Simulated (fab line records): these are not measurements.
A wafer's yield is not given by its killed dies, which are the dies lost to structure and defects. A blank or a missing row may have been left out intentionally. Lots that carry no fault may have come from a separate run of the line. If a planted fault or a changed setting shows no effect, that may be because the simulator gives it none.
fab line records -- flow nand_harc -- part 2 of 2: steps 5 to 6 of 6
record: lots: 22, wafers: 66, last_day: 33
route steps=1302 shown A_STAIRCASE@683
lots that met no fault: taken from a fault-free run of the same line
start_h: hours from the record's opening day to when the first of the lot's shown wafers began -- wait_h: hours elapsed since this lot's preceding step -- " the same as in the row above -- L1.1+2: several wafers, shown together as one row -- - value missing, or start not given -- * or withheld: withheld -- < > ~ a bound
route shown NAME@n: a module of which the file shows steps, and the number in the route of the first -- usual: the fault-free wafers' mean and standard deviation -- same: alike in all rows -- chamber/n: place in a boat -- sites: each site's reading -- _std_site: standard deviation of those values -- _edge_site: the outer-site mean with the inner-site mean subtracted -- radius_mm: how far each site lies from the wafer's centre -- mask NAME#n: copy n -- behind: the last tool/chamber to shape the wafer -- hold: why the lot was held/for how many hours/how that ended -- device: the n, p or np transistor that did not switch -- end of line: tests run on the same wafers once the route is complete -- a step with no rows: only its recipe -- killed: dies that structure and defects cost at the first sort, which is not the same as the wafer's yield -- map: the dies of a wafer, with x for killed, . for not killed, _ for no die there
set.NAME: setting as actually run; set.NAME@STEP: the setting as run at that earlier step -- model.NAME: the simulator's own value behind a step, which no gauge read
one table for each step of the route and one row for each wafer, over a sample of lots
services: a tool's chamber out of use, with start hour (start_h, from the record's first day; less than 0 if before it), hours out, and reason
== steps ==
step: NHARC_A_STAIRCASE_TRIM_220
recipe: time_s: 211.2, o2_flow_sccm: 500, ar_flow_sccm: 0, bias_w: 0, chemistry: O2
usual: drypump_motor_current_A: 5.9/0.36, oes_product_au: 1.000/0.0094, rf_vpp_V: 57.7/0.85, showerhead_plenum_p_Torr: 3.48/0.12, throttle_valve_pct: 17.037/0.0094
lot.wafer,tool,chamber,start_h,wait_h,drypump_motor_current_A,oes_product_au,rf_hours_counter_h,rf_vpp_V,showerhead_plenum_p_Torr,throttle_valve_pct
L075.1,rie_diel-05,1,363.66,1.0,6.1,1.000,47,56.6,3.32,17.027
L075.3,rie_diel-05,0,363.66,1.0,5.7,0.998,42,59.1,3.50,17.033
L075.6,rie_diel-05,2,363.66,1.0,5.4,0.993,-,58.4,3.52,17.044
L074.2,rie_diel-12,1,363.75,0.1,6.2,0.987,24,58.2,3.56,17.029
L074.3,rie_diel-12,2,363.75,0.1,5.6,1.011,31,57.3,3.56,17.028
L074.6,rie_diel-12,2,363.75,0.1,5.6,1.001,-,58.3,3.56,17.028
L076.3,rie_diel-05,0,386.58,0.1,5.7,0.978,46,58.8,3.50,17.029
L076.5,rie_diel-05,1,386.58,0.1,6.1,0.988,-,56.9,3.32,17.027
L076.6,rie_diel-05,2,386.58,0.1,5.4,0.981,-,57.6,3.52,17.055
L077.3,rie_diel-03,0,394.86,0.1,6.5,1.008,30,59.0,3.65,17.030
L077.1,rie_diel-03,1,394.86,0.1,5.7,0.999,33,57.0,3.58,17.028
L077.5,rie_diel-03,3,394.86,0.1,5.9,1.000,-,57.2,3.28,17.060
L078.2,rie_diel-12,0,404.32,0.1,6.2,1.003,35,57.7,3.41,17.036
L078.1,rie_diel-12,1,404.32,0.1,6.2,0.992,33,58.7,3.56,17.058
L078.5,rie_diel-12,2,404.32,0.1,5.6,0.995,-,58.5,3.56,17.051
L079.3,rie_diel-05,2,418.39,0.1,5.4,1.008,1,56.2,3.52,17.036
L079.1,rie_diel-05,0,418.39,0.1,5.7,1.002,1,58.3,3.49,17.023
L079.4,rie_diel-05,2,418.39,0.1,5.4,1.000,-,58.0,3.52,17.031
L081.2,rie_diel-03,3,420.94,0.1,5.9,1.014,40,60.0,3.27,17.040
L081.1,rie_diel-03,1,420.94,0.1,5.7,1.017,47,57.8,3.58,17.032
L081.6,rie_diel-03,2,420.94,0.1,4.9,1.013,-,58.4,3.53,17.047
L080.1,rie_diel-12,2,423.40,0.6,5.6,0.993,52,58.0,3.55,17.030
L080.3,rie_diel-12,3,423.40,0.6,6.1,0.993,55,56.2,3.33,17.040
L080.5,rie_diel-12,2,423.40,0.6,5.6,1.007,-,58.2,3.55,17.038
L082.1,rie_diel-05,3,441.01,0.1,5.7,1.006,5,58.3,3.63,17.044
L082.4,rie_diel-05,1,441.01,0.1,6.1,0.996,9,57.4,3.31,17.046
L082.5,rie_diel-05,2,441.01,0.1,5.4,0.997,-,59.5,3.51,17.028
L085.2,rie_diel-05,1,468.71,0.2,6.2,0.994,20,57.3,3.31,17.031
L085.1,rie_diel-05,0,468.71,0.2,5.7,1.005,16,56.4,3.49,17.037
L085.6,rie_diel-05,3,468.71,0.2,5.8,0.991,-,57.6,3.62,17.033
L084.2,rie_diel-05,0,469.51,0.1,5.7,0.996,16,56.6,3.48,17.046
L084.5,rie_diel-05,3,469.51,0.1,5.7,0.994,-,56.3,3.62,17.045
L084.4,rie_diel-05,1,469.51,0.1,6.1,0.998,-,57.0,3.31,17.032
L086.3,rie_diel-05,3,475.41,0.1,5.7,0.990,16,58.3,3.62,17.039
L086.2,rie_diel-05,0,475.41,0.1,5.7,1.013,18,57.9,3.48,17.040
L086.4,rie_diel-05,1,475.41,0.1,6.1,0.990,-,56.2,3.31,17.027
L088.3,rie_diel-03,3,508.89,0.1,5.9,1.015,11,57.0,3.80,17.031
L088.1,rie_diel-03,2,508.89,0.1,5.0,1.016,13,56.6,3.52,17.030
L088.5,rie_diel-03,3,508.89,0.1,5.9,1.013,-,59.0,3.80,17.033
L087.1,rie_diel-05,3,509.75,0.3,5.7,1.003,26,57.7,3.62,17.013
L087.5,rie_diel-05,2,509.75,0.3,5.4,0.999,-,58.0,3.50,17.057
L087.6,rie_diel-05,3,509.75,0.3,5.7,0.997,-,57.7,3.62,17.026
L090.2,rie_diel-12,0,519.39,0.1,6.2,1.005,25,58.3,3.39,17.047
L090.1,rie_diel-12,2,519.39,0.1,5.7,1.002,23,56.5,3.54,17.029
L090.6,rie_diel-12,0,519.39,0.1,6.2,1.014,-,57.6,3.39,17.041
L091.4,rie_diel-12,3,531.64,0.1,6.1,1.009,30,56.6,3.31,17.034
L091.2,rie_diel-12,1,531.64,0.1,6.2,0.998,27,59.0,3.53,17.035
L091.5,rie_diel-12,3,531.64,0.1,6.1,0.992,-,57.7,3.31,17.058
L092.2,rie_diel-03,1,553.58,0.1,5.7,0.988,24,58.4,3.56,17.035
L092.6,rie_diel-03,1,553.58,0.1,5.7,0.995,-,58.1,3.56,17.046
L092.5,rie_diel-03,2,553.58,0.1,5.0,1.009,-,57.9,3.51,17.027
L093.1,rie_diel-05,2,554.11,0.1,5.4,0.993,41,57.8,3.49,17.042
L093.6,rie_diel-05,1,554.11,0.1,6.2,0.986,-,57.8,3.29,17.043
L093.5,rie_diel-05,2,554.11,0.1,5.4,0.997,-,57.1,3.49,17.037
L094.1,rie_diel-05,2,573.45,0.1,5.4,1.010,45,59.1,3.49,17.035
L094.3,rie_diel-05,3,573.45,0.1,5.8,1.005,49,57.9,3.60,17.038
L094.6,rie_diel-05,3,573.45,0.1,5.8,0.995,-,57.6,3.60,17.037
L095.2,rie_diel-05,0,574.75,0.1,5.7,1.016,46,58.0,3.47,17.034
L095.1,rie_diel-05,1,574.75,0.1,6.2,0.992,52,56.1,3.29,17.008
L095.3,rie_diel-05,3,574.75,0.1,5.8,1.006,49,57.8,3.60,17.041
L097.3,rie_diel-12,2,591.34,0.1,5.6,0.992,48,57.5,3.52,17.049
L097.1,rie_diel-12,0,591.34,0.1,6.2,1.003,51,57.6,3.37,17.032
L097.2,rie_diel-12,1,591.34,0.1,6.2,1.002,49,57.3,3.52,17.037
L096.2,rie_diel-12,1,592.33,0.1,6.2,1.012,49,58.3,3.52,17.027
L096.1,rie_diel-12,2,592.33,0.1,5.7,0.996,49,58.4,3.52,17.039
L096.6,rie_diel-12,2,592.33,0.1,5.6,0.994,-,56.6,3.52,17.028
step: NHARC_A_STAIRCASE_TRIM_231
recipe: time_s: 211.2, o2_flow_sccm: 500, ar_flow_sccm: 0, bias_w: 0, chemistry: O2
usual: drypump_motor_current_A: 5.9/0.43, oes_product_au: 1.002/0.01, rf_vpp_V: 57.8/0.85, showerhead_plenum_p_Torr: 3.51/0.13, throttle_valve_pct: 17.037/0.0095
lot.wafer,tool,chamber,start_h,wait_h,drypump_motor_current_A,oes_product_au,rf_hours_counter_h,rf_vpp_V,showerhead_plenum_p_Torr,throttle_valve_pct
L075.3,rie_diel-12,2,-,-,5.6,0.994,31,59.3,3.56,17.036
L075.1,rie_diel-12,3,-,-,6.2,0.978,32,56.8,3.34,17.043
L075.6,rie_diel-12,1,-,-,6.2,0.982,-,58.9,3.56,17.034
L074.2,rie_diel-03,2,-,-,5.0,1.007,23,58.8,3.54,17.034
L074.3,rie_diel-03,0,-,-,6.5,1.004,24,57.6,3.65,17.037
L074.6,rie_diel-03,3,-,-,5.9,0.982,-,57.2,3.28,17.022
L076.3,rie_diel-05,0,-,-,5.7,1.006,47,58.6,3.50,17.038
L076.6,rie_diel-05,3,-,-,5.7,0.992,-,58.3,3.63,17.043
L076.5,rie_diel-05,0,-,-,5.7,1.013,-,58.0,3.50,17.033
L077.3,rie_diel-05,2,-,-,5.4,0.987,51,57.1,3.52,17.046
L077.1,rie_diel-05,0,-,-,5.7,0.995,48,57.8,3.50,17.038
L077.5,rie_diel-05,0,-,-,5.7,1.001,-,58.6,3.50,17.050
L078.1,rie_diel-12,0,-,-,6.2,1.011,36,57.9,3.41,17.029
L078.2,rie_diel-12,1,-,-,6.2,0.990,34,58.3,3.56,17.040
L078.5,rie_diel-12,2,-,-,5.7,0.990,-,57.7,3.56,17.058
L079.1,rie_diel-12,2,-,-,5.6,1.000,50,58.3,3.55,17.043
L079.4,rie_diel-12,3,-,-,6.1,0.984,54,57.0,3.33,17.035
L079.3,rie_diel-12,0,-,-,6.2,1.009,46,57.7,3.40,17.039
L081.2,rie_diel-12,1,-,-,6.2,0.990,45,57.7,3.55,17.042
L081.1,rie_diel-12,0,-,-,6.2,1.008,47,56.5,3.40,17.031
L081.6,rie_diel-12,1,-,-,6.2,0.989,-,58.8,3.55,17.035
L080.3,rie_diel-12,3,-,-,6.1,0.992,55,57.2,3.33,17.034
L080.1,rie_diel-12,0,-,-,6.2,1.018,48,58.4,3.40,17.039
L080.5,rie_diel-12,1,-,-,6.2,0.983,-,58.9,3.55,17.033
L082.1,rie_diel-12,0,-,-,6.2,1.012,54,57.2,3.40,17.018
L082.4,rie_diel-12,2,-,-,5.6,1.006,56,57.7,3.55,17.022
L082.5,rie_diel-12,0,-,-,6.2,1.013,-,58.0,3.40,17.035
L085.1,rie_diel-05,0,-,-,5.7,1.007,17,57.3,3.48,17.040
L085.2,rie_diel-05,3,-,-,5.7,0.992,15,58.4,3.62,17.020
L085.6,rie_diel-05,0,-,-,5.7,0.996,-,57.7,3.48,17.027
L084.4,rie_diel-03,0,-,-,6.5,1.026,1,57.9,3.64,17.036
L084.2,rie_diel-03,1,-,-,5.7,1.007,1,57.4,3.57,17.027
L084.5,rie_diel-03,2,-,-,5.0,1.025,-,59.0,3.53,17.033
L086.3,rie_diel-03,3,-,-,5.9,1.011,1,58.1,3.81,17.039
L086.2,rie_diel-03,0,-,-,6.5,1.008,1,58.8,3.64,17.019
L086.4,rie_diel-03,1,-,-,5.7,1.009,2,57.4,3.57,17.027
L088.1,rie_diel-03,0,-,-,6.6,1.005,12,59.7,3.63,17.051
L088.3,rie_diel-03,3,-,-,5.9,1.013,12,60.7,3.80,17.054
L088.5,rie_diel-03,3,-,-,5.9,1.016,-,58.7,3.80,17.039
L087.1,rie_diel-12,2,-,-,5.6,1.007,21,56.8,3.54,17.044
L087.6,rie_diel-12,1,-,-,6.2,1.006,-,57.5,3.54,17.041
L087.5,rie_diel-12,2,-,-,5.6,0.992,-,57.0,3.54,17.023
L090.1,rie_diel-03,3,-,-,5.9,1.011,18,58.2,3.80,17.042
L090.2,rie_diel-03,2,-,-,4.9,1.011,19,58.9,3.52,17.048
L090.6,rie_diel-03,2,-,-,4.9,1.009,-,58.4,3.52,17.045
L091.2,rie_diel-05,0,-,-,5.7,1.012,35,56.6,3.47,17.032
L091.4,rie_diel-05,1,-,-,6.2,1.002,41,57.2,3.30,17.038
L091.5,rie_diel-05,0,-,-,5.7,1.016,-,57.5,3.47,17.041
L092.2,rie_diel-12,0,-,-,6.2,1.003,36,57.8,3.38,17.035
L092.6,rie_diel-12,3,-,-,6.1,1.007,-,58.2,3.30,17.024
L092.5,rie_diel-12,0,-,-,6.2,1.006,-,57.4,3.38,17.037
L093.1,rie_diel-03,3,-,-,5.9,1.009,29,59.9,3.79,17.035
L093.6,rie_diel-03,1,-,-,5.7,0.999,-,57.5,3.56,17.041
L093.5,rie_diel-03,2,-,-,4.9,1.018,-,56.6,3.51,17.035
L094.3,rie_diel-03,3,-,-,5.9,0.998,34,57.4,3.79,17.043
L094.1,rie_diel-03,0,-,-,6.5,1.001,33,58.4,3.62,17.039
L094.6,rie_diel-03,1,-,-,5.7,0.988,-,56.5,3.55,17.030
L095.2,rie_diel-05,1,-,-,6.1,0.991,53,55.7,3.29,17.027
L095.3,rie_diel-05,3,-,-,5.7,0.992,50,56.7,3.60,17.038
L095.1,rie_diel-05,0,-,-,5.7,1.019,46,58.4,3.47,17.059
L097.2,rie_diel-03,0,-,-,6.5,1.015,42,58.4,3.61,17.018
L097.1,rie_diel-03,1,-,-,5.7,0.994,35,58.7,3.55,17.052
L097.3,rie_diel-03,2,-,-,4.9,1.004,45,58.2,3.50,17.038
L096.1,rie_diel-12,0,-,-,6.2,1.005,55,57.2,3.37,17.041
L096.2,rie_diel-12,1,-,-,6.2,1.003,54,58.0,3.52,17.044
L096.6,rie_diel-12,1,-,-,6.2,1.008,-,57.6,3.52,17.050
== services ==
tool,chamber,start_h,hours,kind
rie_diel-12,0,352.97,-,clean
rie_diel-12,1,352.97,-,clean
rie_diel-12,2,352.97,-,clean
rie_diel-12,3,352.97,-,clean
rie_diel-12,-,376.64,0.5,repair
rie_diel-03,2,394.33,1.7,repair
rie_diel-03,0,400.29,7.5,repair
rie_diel-12,3,401.05,5.6,repair
rie_diel-12,0,403.41,-,clean
rie_diel-12,1,403.41,-,clean
rie_diel-12,2,403.41,-,clean
rie_diel-05,-,407.07,9.0,pm
rie_diel-12,0,427.91,-,clean
rie_diel-12,1,427.91,-,clean
rie_diel-12,2,427.91,-,clean
rie_diel-12,-,447.42,9.0,pm
rie_diel-03,2,453.37,4.3,repair
rie_diel-12,-,458.24,0.5,repair
rie_diel-03,-,459.55,9.0,pm
rie_diel-05,2,464.84,31.8,repair
rie_diel-03,1,502.74,20.3,repair
rie_diel-12,-,536.03,2.2,repair
rie_diel-12,2,569.33,2.6,repair
rie_diel-05,-,584.74,9.0,pm
